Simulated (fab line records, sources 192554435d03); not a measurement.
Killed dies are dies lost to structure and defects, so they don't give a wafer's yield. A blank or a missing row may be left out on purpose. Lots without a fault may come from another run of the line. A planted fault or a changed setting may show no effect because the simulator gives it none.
fab line records | flow n5_finfet
record lots=11 wafers=32 last_day=18
route steps=1938 shown BEOL_M2@914 MIM_BOT_LITHO@1863 MIM_BOT_ETCH@1868 TV_OPEN@1890 PASSIVATION@1936
lots that met no fault: from a run of the same line without faults
start_h: hours from the record's first day to the start of the lot's first wafer shown | wait_h: hours since the lot's step before | " the same as in the row above | L1.1+2: a row that stands for several wafers | - no value, or no start given | * or withheld: withheld | < > ~ a bound
route shown NAME@n: a module of which the file shows steps, and the number in the route of the first | usual: mean/standard deviation of fault-free wafers | same: alike in all rows | chamber/n: place in a boat | sites: the reading at each site | _std_site: their standard deviation | _edge_site: outer sites' mean less inner sites' | radius_mm: how far each site lies from the wafer's centre | mask NAME#n: copy n | behind: the tool/chamber that last shaped the wafer | hold: why the lot was held/for how many hours/how that ended | device: the transistor (n, p or np) that didn't switch | end of line: the same wafers' tests at the end of the route | a step without rows: its recipe alone | killed: dies lost to structure and defects at the first sort, not the wafer's yield | map: a wafer's dies, x killed, . not, _ none there
set.NAME: the setting as run; set.NAME@STEP: as run at that earlier step | model.NAME: the simulator's own value behind a step, which no gauge read
steps of the route over a sample of lots; a table a step, a row a wafer
services: from which hour (start_h, from the record's first day; less than 0 if before it) a tool's chamber was out of use, for how many hours, and why
## steps
# step N5_BEOL_M2_SPUTTER_90
# recipe material=Cu target_thk_a=45 temp_c=-20 chamber_pressure_pa=0.07 power_w=withheld time_s=8.29
# usual throttle_valve_pct=29.8/0.93
# columns lot.wafer tool chamber start_h wait_h throttle_valve_pct
L448.1 pvd_sputter-02 - 146.60 0.1 27.6
L448.4 " - " " 29.0
L448.6 " - " " 29.9
L449.2 pvd_sputter-03 - 148.01 0.1 31.1
L449.3 " - " " 30.9
L449.6 " - " " 30.0
L455.1 pvd_sputter-03 - 180.12 0.1 31.0
L455.2 " - " " 30.1
L455.4 " - " " 29.9
L451.2 pvd_sputter-02 - 180.50 0.1 30.7
L451.6 " - " " 30.6
L454.1 pvd_sputter-02 - 182.34 0.1 29.0
L454.3 " - " " 30.5
L454.5 " - " " 30.8
L457.1 pvd_sputter-02 - 195.31 0.1 28.7
L457.5 " - " " 30.0
L457.6 " - " " 28.7
L462.1 pvd_sputter-02 - 238.35 0.1 28.5
L462.4 " - " " 30.0
L462.5 " - " " 29.0
L463.1 pvd_sputter-02 - 248.39 0.1 27.5
L463.4 " - " " 28.9
L463.6 " - " " 28.7
L467.3 pvd_sputter-03 - 260.24 0.1 30.9
L467.5 " - " " 30.9
L467.6 " - " " 30.2
L468.2 pvd_sputter-01 - 267.38 0.1 30.2
L468.3 " - " " 29.4
L468.6 " - " " 29.9
L469.2 pvd_sputter-03 - 270.32 0.1 29.9
L469.5 " - " " 31.0
L469.6 " - " " 30.3
# step N5_MIM_BOT_LITHO_OVL_MEAS_11
# recipe points_per_wafer=44
# usual MIM_BOT_OVL=1/5.4
# columns lot.wafer tool chamber start_h wait_h MIM_BOT_OVL[nm]
L448.1 overlay-02 0 274.51 0.0 0
L448.4 " 0 " " 12
L448.6 " 0 " " 9
L449.2 overlay-01 0 282.10 0.0 2
L449.3 " 0 " " 7
L449.6 " 0 " " -1
L455.1 overlay-02 0 311.91 0.0 -2
L455.2 " 0 " " 0
L455.4 " 0 " " 3
L451.2 overlay-01 0 316.32 0.0 -1
L451.6 " 0 " " -1
L454.1 overlay-02 0 316.43 0.0 3
L454.3 " 0 " " 6
L454.5 " 0 " " -1
L457.1 overlay-02 0 327.62 0.0 -4
L457.5 " 0 " " -3
L457.6 " 0 " " -5
L462.1 overlay-02 0 358.69 0.0 3
L462.4 " 0 " " 8
L462.5 " 0 " " 6
L463.1 overlay-01 0 365.63 0.0 -4
L463.4 " 0 " " -3
L463.6 " 0 " " -5
L467.3 overlay-02 0 384.62 0.0 -3
L467.5 " 0 " " 3
L467.6 " 0 " " 1
L468.2 overlay-02 0 385.28 0.0 7
L468.3 " 0 " " 11
L468.6 " 0 " " 14
L469.2 overlay-02 0 411.97 0.0 -10
L469.5 " 0 " " -8
L469.6 " 0 " " 1
# step N5_MIM_BOT_ETCH_ETCH_00
# recipe chemistry=Cl2/BCl3 target=TiN target_depth_a=455 ion_energy_ev=150 pressure_mtorr=10 icp_w=1000 bias_w=126 Cl2_flow_sccm=53.25 bcl3_flow_sccm=21.75 Ar_flow_sccm=25
# usual drypump_motor_current_A=5.7/0.34 oes_ar_750_au=0.87/0.089 oes_product_au=0.87/0.077 throttle_valve_pct=21.91/0.21
# columns lot.wafer tool chamber start_h wait_h drypump_motor_current_A oes_ar_750_au oes_product_au rf_hours_counter_h throttle_valve_pct
L448.1 rie_metal-03 0 274.82 0.1 5.9 0.74 0.75 39 22.12
L448.4 " 1 " " 5.3 0.91 0.94 - 22.03
L448.6 " 1 " " 5.3 0.92 0.93 - 22.05
L449.2 rie_metal-03 1 282.40 0.1 5.3 0.91 0.93 3 22.00
L449.3 " 1 " " 5.3 0.91 0.93 - 22.01
L449.6 " 1 " " 5.3 0.92 0.92 - 22.02
L455.1 rie_metal-02 1 312.22 0.1 5.8 0.98 0.96 5 21.83
L455.2 " 0 " " 5.8 0.88 0.87 11 22.00
L455.4 " 1 " " 5.8 0.99 0.95 - 21.84
L454.1 rie_metal-03 0 316.74 0.1 5.9 0.73 0.76 42 22.10
L454.3 " 1 " " 5.3 0.88 0.91 - 22.05
L454.5 " 0 " " 5.9 0.74 0.76 - 22.11
L451.2 rie_metal-01 0 316.75 0.2 6.2 0.90 0.90 - 21.45
L451.6 " 0 " " 6.2 0.91 0.90 - 21.45
L457.1 rie_metal-02 1 328.09 0.1 5.7 0.97 0.94 6 21.85
L457.5 " 1 " " 5.8 0.97 0.93 - 21.85
L457.6 " 0 " " 5.8 0.88 0.85 - 22.03
L462.1 rie_metal-02 0 359.06 0.1 5.8 0.87 0.86 16 21.99
L462.4 " 0 " " 5.8 0.87 0.86 - 21.99
L462.5 " 1 " " 5.7 0.95 0.93 - 21.82
L463.1 rie_metal-02 0 365.93 0.1 5.8 0.87 0.86 17 22.00
L463.4 " 1 " " 5.8 0.95 0.93 - 21.84
L463.6 " 1 " " 5.8 0.95 0.93 - 21.83
L467.3 rie_metal-03 1 384.96 0.1 5.3 0.84 0.86 - 22.05
L467.5 " 1 " " 5.3 0.84 0.86 - 22.04
L467.6 " 0 " " 5.9 0.72 0.74 - 22.13
L468.2 rie_metal-03 0 385.73 0.1 5.9 0.72 0.73 50 22.12
L468.3 " 0 " " 5.9 0.71 0.72 - 22.14
L468.6 " 1 " " 5.3 0.84 0.85 - 22.07
L469.2 rie_metal-01 1 412.27 0.1 5.0 0.97 0.94 7 21.69
L469.5 " 0 " " 6.2 0.86 0.85 - 21.48
L469.6 " 1 " " 5.0 0.97 0.95 - 21.67
# step N5_PASSIVATION_ETCH_15
# recipe chemistry=CF4/N2 target=SiCN target_depth_a=750 taper_deg=2 time_s=81.2 ion_energy_ev=150 mask_material=SiNx pressure_mtorr=40 source_w=430 bias_w=70 Ar_flow_sccm=100 cf4_flow_sccm=60 n2_flow_sccm=60
# usual drypump_motor_current_A=5.7/0.48 n2_flow_sccm=60.01/0.18 oes_product_au=0.79/0.063 rf_vpp_V=381.8/1.8 showerhead_plenum_p_Torr=2.19/0.066 throttle_valve_pct=15.35/0.21
# columns lot.wafer tool chamber start_h wait_h drypump_motor_current_A n2_flow_sccm oes_product_au rf_hours_counter_h rf_vpp_V showerhead_plenum_p_Torr throttle_valve_pct
L448.1 rie_diel-01 0 - - 5.5 60.09 0.87 55 380.5 2.14 15.17
L448.4 " 3 " " 6.0 59.91 0.83 80 382.0 2.24 15.44
L448.6 " 2 " " 5.3 59.99 0.86 - 380.6 2.13 15.07
L449.2 rie_diel-05 3 - - 5.8 60.32 0.68 229 382.3 2.28 15.90
L449.3 " 0 " " 5.1 59.91 0.69 213 379.8 2.10 15.44
L449.6 " 3 " " 5.8 60.17 0.68 - 381.4 2.28 15.90
L455.1 rie_diel-05 0 - - 5.1 59.84 0.69 225 378.0 2.09 15.44
L455.2 " 3 " " 5.8 59.57 0.67 240 384.6 2.28 15.91
L455.4 " 2 " " 5.0 60.10 0.80 109 382.1 2.11 15.38
L451.2 rie_diel-01 1 - - 5.4 60.07 0.79 76 381.1 2.16 15.17
L451.6 " 2 " " 5.2 59.73 0.85 - 379.2 2.13 15.10
L454.1 rie_diel-05 3 - - 5.8 59.98 0.67 242 383.9 2.28 15.92
L454.3 " 2 " " 5.0 60.11 0.80 111 381.0 2.11 15.37
L454.5 " 3 " " 5.8 60.20 0.67 - 384.3 2.28 15.91
L457.1 rie_diel-01 2 - - 5.3 60.04 0.84 67 381.7 2.13 15.11
L457.5 " 3 " " 6.0 59.89 0.80 - 381.5 2.24 15.46
L457.6 " 2 " " 5.2 60.25 0.83 - 382.7 2.13 15.11
L462.1 rie_diel-05 2 - - 5.0 59.93 0.78 124 380.0 2.11 15.40
L462.4 " 2 " " 5.1 60.05 0.79 - 379.5 2.11 15.42
L462.5 " 0 " " 5.1 59.86 0.67 - 380.5 2.09 15.50
L463.1 rie_diel-05 0 - - 5.1 59.89 0.67 243 378.8 2.09 15.49
L463.4 " 1 " " 6.0 60.04 0.88 - 383.1 2.24 15.01
L463.6 " 2 " " 5.0 60.04 0.78 - 380.0 2.11 15.41
L467.3 rie_diel-01 0 - - 5.5 60.19 0.84 86 380.1 2.13 15.24
L467.5 " 0 " " 5.5 60.23 0.83 - 379.7 2.13 15.22
L467.6 " 1 " " 5.4 60.31 0.76 - 380.7 2.15 15.22
L468.2 rie_diel-03 2 - - 5.8 60.34 0.73 175 382.4 2.20 15.49
L468.3 " 1 " " 6.6 59.89 0.71 224 381.2 2.16 15.62
L468.6 " 3 " " 6.5 59.89 0.80 - 383.4 2.31 15.28
L469.2 rie_diel-01 3 - - 6.0 59.77 0.78 121 382.2 2.23 15.52
L469.5 " 1 " " 5.4 60.30 0.76 - 379.6 2.15 15.23
L469.6 " 0 " " 5.5 60.04 0.83 - 379.2 2.13 15.25
# step N5_PASSIVATION_PROBE_49
# usual defect_limited_yield=91.5/1.4 killed_at_M0_to_M3=32/11 killed_at_M4_up=12/4.4 killed_at_contacts=13/6.1 killed_at_front_end=39/12 killed_at_other=3.9/3 killed_dies=100/17 killed_on_rim=13/3.9 killed_open=66/12 killed_short=33/7.4 sort_bin_4_leakage=0.03/0.14 sort_bin_5_function=5.0/0.95 sort_bin_6_memory=3.2/0.66 sort_bin_8_speed=0.0/0.33 sort_n_pass=1079/17 sort_yield_pct=91.4/1.5
# same gross_dies=1180 killed_at_back_side=0
# columns lot.wafer tool chamber start_h wait_h defect_limited_yield[%] killed_at_M0_to_M3 killed_at_M4_up killed_at_contacts killed_at_front_end killed_at_other killed_dies killed_on_rim killed_open killed_short sort_bin_4_leakage[%] sort_bin_5_function[%] sort_bin_6_memory[%] sort_bin_8_speed[%] sort_n_pass sort_yield_pct[%]
L451.2 prober-01 - 325.23 0.1 90.6 40 7 18 38 8 111 14 80 29 0 4.7 4.0 0 1069 90.6
L451.6 prober-01 - 325.43 0.3 91.6 37 10 10 40 2 99 16 61 35 0 4.9 3.2 0 1081 91.6
L462.1 prober-02 - 369.75 0.0 86.0 110 10 11 33 1 165 25 50 29 0 8.6 3.1 0 1015 86.0
L462.4 prober-02 - 369.90 0.2 80.7 150 13 22 42 1 228 23 81 37 0 10.9 5.0 0 952 80.7
L462.5 prober-02 - 369.95 0.2 84.6 127 12 17 24 2 182 27 66 29 0 8.6 4.0 0 998 84.6
L463.1 prober-01 - 374.27 0.0 84.0 123 14 3 48 1 189 27 72 24 0.34 11.7 2.5 0 987 83.6
L463.4 prober-01 - 374.42 0.2 85.3 117 11 14 30 1 173 28 61 22 0 8.6 3.6 0 1007 85.3
L463.6 prober-01 - 374.52 0.3 84.8 111 15 12 40 1 179 27 66 27 0 9.7 3.7 0 1001 84.8
L467.3 prober-02 - 394.13 0.1 92.4 29 10 4 42 5 90 10 62 23 0 4.2 2.9 0 1090 92.4
L467.5 prober-02 - 394.23 0.2 90.8 45 14 1 43 6 109 16 71 38 0 4.8 4.1 0 1071 90.8
L467.6 prober-02 - 394.28 0.3 92.1 38 10 10 34 1 93 10 60 32 0 5.1 2.5 0 1087 92.1
L468.2 prober-02 - 396.77 0.1 92.2 36 10 12 32 2 92 10 55 37 0 5.0 2.6 0 1088 92.2
L468.3 prober-02 - 396.82 0.1 93.8 23 14 15 17 4 73 8 47 24 0 3.8 2.3 0 1107 93.8
L468.6 prober-02 - 396.97 0.3 93.5 16 19 10 31 1 77 9 47 30 0 3.6 2.5 0 1103 93.5
L469.2 prober-01 - 421.79 0.1 91.2 22 14 5 58 5 104 16 72 31 0 4.8 3.8 0 1076 91.2
L469.5 prober-01 - 421.94 0.2 92.5 24 9 19 32 5 89 14 63 24 0 4.1 3.2 0 1091 92.5
L469.6 prober-01 - 421.99 0.3 93.3 15 11 8 36 9 79 9 55 23 0 4.2 2.1 0.1 1101 93.3
# killed by level:class
L451.2 BEOL_M1:geometric_particle:open=11 BEOL_M2:geometric_particle:open=11 FIN_SAQP:geometric_particle:open=10 MOL_CONTACT_COAG:geometric_particle:open=9 MOL_CONTACT_COAG:geometric_particle:short=8 BEOL_M0_SAQP:geometric_particle:open=7 BEOL_M3:geometric_particle:open=5 STI_FIN_REVEAL:geometric_particle:open=4
L451.6 FIN_SAQP:geometric_particle:short=14 BEOL_M1:geometric_particle:open=10 MOL_CONTACT_COAG:geometric_particle:open=8 BEOL_M0_SAQP:geometric_particle:open=7 DUMMY_GATE:geometric_particle:open=5 GATE_CUT:geometric_particle:short=5 BEOL_M0_SAQP:geometric_particle:short=5 BEOL_M8:geometric_particle:open=4
L462.1 BEOL_M2:unspecified=84 STI_FIN_REVEAL:geometric_particle:open=12 MOL_CONTACT_COAG:geometric_particle:open=9 BEOL_M0_SAQP:geometric_particle:short=6 STARTING-WAFER:geometric_particle:open=6 BEOL_M2:geometric_particle:open=5 FIN_SAQP:geometric_particle:short=4 BEOL_M4:geometric_particle:open=4
L462.4 BEOL_M2:unspecified=107 MOL_CONTACT_COAG:geometric_particle:open=17 BEOL_M2:geometric_particle:open=14 FIN_SAQP:geometric_particle:open=10 FIN_SAQP:geometric_particle:short=10 BEOL_M0_SAQP:geometric_particle:short=9 BEOL_M4:geometric_particle:open=9 STI_FIN_REVEAL:geometric_particle:open=8
L462.5 BEOL_M2:unspecified=86 MOL_CONTACT_COAG:geometric_particle:open=15 BEOL_M3:geometric_particle:open=12 STI_FIN_REVEAL:geometric_particle:open=11 BEOL_M0_SAQP:geometric_particle:short=6 BEOL_M4:geometric_particle:open=5 BEOL_M3:geometric_particle:short=4 BEOL_M0_SAQP:geometric_particle:open=4
L463.1 BEOL_M2:unspecified=93 STI_FIN_REVEAL:geometric_particle:open=14 FIN_SAQP:geometric_particle:open=10 BEOL_M1:geometric_particle:open=7 FIN_SAQP:geometric_particle:short=6 BEOL_M0_SAQP:geometric_particle:open=6 BEOL_M4:geometric_particle:open=6 BEOL_M2:geometric_particle:open=5
L463.4 BEOL_M2:unspecified=90 MOL_CONTACT_COAG:geometric_particle:open=12 BEOL_M1:geometric_particle:open=11 FIN_SAQP:geometric_particle:open=8 FIN_SAQP:geometric_particle:short=7 BEOL_M2:geometric_particle:open=5 DUMMY_GATE:geometric_particle:open=5 BEOL_M4:geometric_particle:open=5
L463.6 BEOL_M2:unspecified=84 MOL_CONTACT_COAG:geometric_particle:open=12 FIN_SAQP:geometric_particle:open=9 STI_FIN_REVEAL:geometric_particle:open=8 DUMMY_GATE:geometric_particle:open=8 BEOL_M0_SAQP:geometric_particle:open=8 BEOL_M4:geometric_particle:open=7 BEOL_M0_SAQP:geometric_particle:short=6
L467.3 FIN_SAQP:geometric_particle:open=11 BEOL_M0_SAQP:geometric_particle:open=9 BEOL_M1:geometric_particle:open=6 BEOL_M2:geometric_particle:open=6 FIN_SAQP:geometric_particle:short=5 DUMMY_GATE:geometric_particle:open=5 STI_FIN_REVEAL:geometric_particle:open=3 GATE_CUT:geometric_particle:short=3
L467.5 BEOL_M2:geometric_particle:open=14 FIN_SAQP:geometric_particle:open=10 FIN_SAQP:geometric_particle:short=8 BEOL_M0_SAQP:geometric_particle:short=8 BEOL_M3:geometric_particle:open=8 STI_FIN_REVEAL:geometric_particle:open=6 BEOL_M4:geometric_particle:open=6 DUMMY_GATE:geometric_particle:open=4
L467.6 FIN_SAQP:geometric_particle:open=12 BEOL_M0_SAQP:geometric_particle:short=12 BEOL_M1:geometric_particle:open=9 MOL_CONTACT_COAG:geometric_particle:open=8 BEOL_M0_SAQP:geometric_particle:open=8 FIN_SAQP:geometric_particle:short=5 STI_FIN_REVEAL:geometric_particle:open=4 BEOL_M1:geometric_particle:short=4
L468.2 BEOL_M0_SAQP:geometric_particle:short=12 MOL_CONTACT_COAG:geometric_particle:open=9 BEOL_M3:geometric_particle:open=8 FIN_SAQP:geometric_particle:short=8 BEOL_M0_SAQP:geometric_particle:open=8 GATE_CUT:geometric_particle:short=5 FIN_SAQP:geometric_particle:open=4 BEOL_M2:geometric_particle:open=4
L468.3 MOL_CONTACT_COAG:geometric_particle:open=12 BEOL_M0_SAQP:geometric_particle:open=6 BEOL_M4:geometric_particle:open=5 BEOL_M0_SAQP:geometric_particle:short=4 BEOL_M1:geometric_particle:short=4 STI_FIN_REVEAL:geometric_particle:open=3 DUMMY_GATE:geometric_particle:open=3 MOL_CONTACT_COAG:geometric_particle:short=3
L468.6 MOL_CONTACT_COAG:geometric_particle:open=8 BEOL_M4:geometric_particle:open=7 GATE_CUT:geometric_particle:short=6 STARTING-WAFER:geometric_particle:short=6 BEOL_M0_SAQP:geometric_particle:open=5 FIN_SAQP:geometric_particle:open=4 FIN_SAQP:geometric_particle:short=4 STI_FIN_REVEAL:geometric_particle:open=3
L469.2 FIN_SAQP:geometric_particle:open=29 FIN_SAQP:geometric_particle:short=11 BEOL_M3:geometric_particle:open=8 BEOL_M0_SAQP:geometric_particle:short=6 MOL_CONTACT_COAG:geometric_particle:open=5 STI_FIN_REVEAL:geometric_particle:open=4 BEOL_M1:geometric_particle:open=4 BEOL_M4:geometric_particle:open=4
L469.5 MOL_CONTACT_COAG:geometric_particle:open=16 FIN_SAQP:geometric_particle:open=12 BEOL_M1:geometric_particle:open=10 GATE_CUT:geometric_particle:open=4 BEOL_M0_SAQP:geometric_particle:short=4 BEOL_M5:geometric_particle:short=3 STI_FIN_REVEAL:geometric_particle:open=3 DUMMY_GATE:geometric_particle:open=3
L469.6 FIN_SAQP:geometric_particle:open=9 FIN_SAQP:geometric_particle:short=7 STI_FIN_REVEAL:geometric_particle:open=6 MOL_CONTACT_COAG:geometric_particle:open=6 BEOL_M3:geometric_particle:open=4 BEOL_M4:geometric_particle:open=4 MIM_TOP_ETCH:geometric_particle:open=4 STARTING-WAFER:geometric_particle:open=4
## services
# columns tool chamber start_h hours kind
pvd_sputter-02 - 138.18 3.5 repair
rie_diel-05 - 139.00 2.8 pm
rie_metal-02 1 144.34 5.8 repair
rie_metal-03 - 145.86 2.8 pm
rie_diel-05 3 158.44 5.2 repair
rie_metal-03 1 176.82 6.0 repair
rie_diel-05 - 183.76 15.6 pm
rie_metal-03 0 191.21 15.5 repair
rie_diel-05 0 200.72 8.9 repair
rie_diel-05 1 203.12 7.6 repair
rie_diel-05 3 215.05 2.0 repair
rie_metal-03 - 225.39 1.4 pm
rie_metal-03 0 277.46 1.2 repair
rie_metal-02 0 281.18 8.2 repair
rie_metal-01 - 282.30 2.8 pm
pvd_sputter-02 - 339.91 4.3 repair
rie_diel-01 0 339.95 5.7 repair
rie_metal-02 - 342.30 1.0 repair
rie_metal-02 - 349.32 1.4 pm
rie_diel-01 - 359.56 0.5 repair
rie_metal-03 - 378.13 2.1 repair
pvd_sputter-03 - 380.55 4.1 repair
rie_diel-01 - 382.50 0.2 repair
rie_diel-05 0 385.16 3.4 repair
## key
first_sign step=N5_PASSIVATION_PROBE_49 reading=killed_at_M0_to_M3 direction=up sigmas=8.7 usual=32 struck=123
effect step=N5_PASSIVATION_PROBE_49 reading=killed_dies direction=up sigmas=5.1 usual=100 struck=186
more_kills_born_at N5_BEOL_M2_SPUTTER_90@pvd_sputter-02=544
met_at N5_BEOL_M2_SPUTTER_90
struck_lots L462,L463
not_acting_at N5_MIM_BOT_LITHO_OVL_MEAS_11,N5_MIM_BOT_ETCH_ETCH_00,N5_PASSIVATION_ETCH_15
onset_between 195.31 238.35
fault kind=chamber_particle_source tool=pvd_sputter-02 chamber=- onset_h=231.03 steps=N5_BEOL_M2_SPUTTER_90 rate_per_visit_cm2=1.3503 end_h=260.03
